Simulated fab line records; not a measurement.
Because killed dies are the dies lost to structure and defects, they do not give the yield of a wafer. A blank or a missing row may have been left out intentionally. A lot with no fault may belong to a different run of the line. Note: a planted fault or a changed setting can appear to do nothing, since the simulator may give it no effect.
What tool caused it? -- flow n5 finfet -- route of 1938 steps, sampled at 1 step: 12 lots, 36 wafers

== WHAT THE GAUGES SHOWED, per wafer ==
N5_BEOL_M3_INSPECT_30: inspects for defects (brightfield).
lot,measured,on,raw defect count
L075,day 7 21:30,defect inspect-02,499 492 460
L076,day 8 02:43,defect inspect-01,310 307 373
L079,day 8 08:58,defect inspect-01,359 322 391
L081,day 9 01:58,defect inspect-01,427 432 455
L082,day 9 16:26,defect inspect-02,296 337 385
L085,day 10 16:16,defect inspect-01,408 378 378
L087,day 11 01:02,defect inspect-02,403 434 402
L088,day 11 04:46,defect inspect-01,503 421 422
L092,day 11 18:45,defect inspect-02,667 605 521
L093,day 12 02:59,defect inspect-02,382 352 339
L095,day 12 12:16,defect inspect-02,366 526 507
L097,day 13 17:32,defect inspect-02,379 493 349

== WHICH TOOL RAN EACH LOT (tool, then ch and the chambers of the sampled wafers, then the start) ==
The record shows no process step preceding these readings.

== THE ANSWER, worked out from the rows above alone ==
Rule: the lots themselves supply what counts as usual. The widest of any qualifying gaps counts: lots, ordered by their means at a reading, are off when they make up no more than a third of the lots, leave a main group of 4 or more, and stand apart from it by 3 or more times the standard deviation of that group's means. A main group whose means are all the same, to the digits that the tables above print for the reading, isn't used. Also off: a lot with no number at a reading for which 4 or more lots have one. The other lots that the step has rows for count as sound.
Nothing can be told from this: no lot is off at any reading shown.

== WHAT HAD BEEN PUT IN BY THE SIMULATOR ==
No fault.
